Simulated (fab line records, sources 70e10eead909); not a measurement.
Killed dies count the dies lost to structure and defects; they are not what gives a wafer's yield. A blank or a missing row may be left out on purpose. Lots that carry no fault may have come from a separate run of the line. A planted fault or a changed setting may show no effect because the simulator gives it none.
Which tool did it? || flow nand-harc || 7 lots, 21 wafers sampled, at 3 steps of a route of 1302

## WHAT THE GAUGES READ, wafer by wafer
NHARC_A_CHANNEL_HOLE_D2_CD_MEAS_10: target cd 100 nm.
{"lot": "L820", "measured": "day 13 02:55", "on": "cd-sem-01", "cd-nm (nm)": "100.1 100.8 99.5"}
{"lot": "L821", "measured": "day 14 09:40", "on": "cd-sem-01", "cd-nm (nm)": "100.4 99.6 100.1"}
{"lot": "L825", "measured": "day 15 10:53", "on": "cd-sem-03", "cd-nm (nm)": "99.2 99.9 99.1"}
{"lot": "L826", "measured": "day 16 03:26", "on": "cd-sem-02", "cd-nm (nm)": "99.9 100.1 100.1"}
{"lot": "L830", "measured": "day 17 03:49", "on": "cd-sem-02", "cd-nm (nm)": "80.4 79.8 79.5"}
{"lot": "L838", "measured": "day 20 22:55", "on": "cd-sem-03", "cd-nm (nm)": "100.0 99.7 99.8"}
{"lot": "L840", "measured": "day 21 11:57", "on": "cd-sem-02", "cd-nm (nm)": "99.9 99.3 100.1"}

## TOOL THAT RAN EACH LOT (tool first, then ch and the chambers of the sampled wafers, then the start)
{"lot": "L820", "NHARC_A_ONON_D2_DEP_33": "pecvd-02 ch 0,1,2, day 12 22:10", "NHARC_A_CHANNEL_HOLE_D2_EXPOSE_07": "arfi-scanner-01 ch 0, day 13 02:47"}
{"lot": "L821", "NHARC_A_ONON_D2_DEP_33": "pecvd-01 ch 1,2, day 14 02:59", "NHARC_A_CHANNEL_HOLE_D2_EXPOSE_07": "arfi-scanner-02 ch 0, day 14 09:32"}
{"lot": "L825", "NHARC_A_ONON_D2_DEP_33": "pecvd-01 ch 0,1, day 15 04:28", "NHARC_A_CHANNEL_HOLE_D2_EXPOSE_07": "arfi-scanner-01 ch 0, day 15 10:45"}
{"lot": "L826", "NHARC_A_ONON_D2_DEP_33": "pecvd-02 ch 0,2, day 15 18:48", "NHARC_A_CHANNEL_HOLE_D2_EXPOSE_07": "arfi-scanner-01 ch 0, day 16 03:19"}
{"lot": "L830", "NHARC_A_ONON_D2_DEP_33": "pecvd-01 ch 0,2, day 17 00:25", "NHARC_A_CHANNEL_HOLE_D2_EXPOSE_07": "arfi-scanner-01 ch 0, day 17 03:41"}
{"lot": "L838", "NHARC_A_ONON_D2_DEP_33": "pecvd-04 ch 0,1,2, day 20 18:08", "NHARC_A_CHANNEL_HOLE_D2_EXPOSE_07": "arfi-scanner-03 ch 0, day 20 22:46"}
{"lot": "L840", "NHARC_A_ONON_D2_DEP_33": "pecvd-04 ch 0,1,2, day 21 08:48", "NHARC_A_CHANNEL_HOLE_D2_EXPOSE_07": "arfi-scanner-02 ch 0, day 21 11:49"}
- NHARC_A_ONON_D2_DEP_33: deposits SiO2, target thk 200 nm.
- NHARC_A_CHANNEL_HOLE_D2_EXPOSE_07: exposes mask HOLE D2, target cd 100 nm.

## THE ANSWER, worked out from the rows above alone
Rule: the usual values come from the lots themselves. The widest of any qualifying gaps counts: lots, ordered by their means at a reading, are off when they make up no more than a third of the lots, leave a main group of 4 or more, and stand apart from it by 3 or more times the standard deviation of that group's means. Not used: any main group whose means are identical at the precision the tables above print for the reading. A lot without any number at a reading at which 4 lots or more have one is off too. The other lots that the step has rows for count as sound.
Off at NHARC_A_CHANNEL_HOLE_D2_CD_MEAS_10 (cd-nm): L830. For the main group the mean is 99.9 nm and the standard deviation 0.24.
A tool fits if, at a process step before that reading, it ran every lot that is off, and no sound lot after the first of them. Gauges at NHARC_A_CHANNEL_HOLE_D2_CD_MEAS_10: tried the same way as those tools. 2 tools fit, pecvd-01 at NHARC_A_ONON_D2_DEP_33 and arfi-scanner-01 at NHARC_A_CHANNEL_HOLE_D2_EXPOSE_07, so this cannot tell which one it is.

## WHAT THE SIMULATOR HAD PUT IN
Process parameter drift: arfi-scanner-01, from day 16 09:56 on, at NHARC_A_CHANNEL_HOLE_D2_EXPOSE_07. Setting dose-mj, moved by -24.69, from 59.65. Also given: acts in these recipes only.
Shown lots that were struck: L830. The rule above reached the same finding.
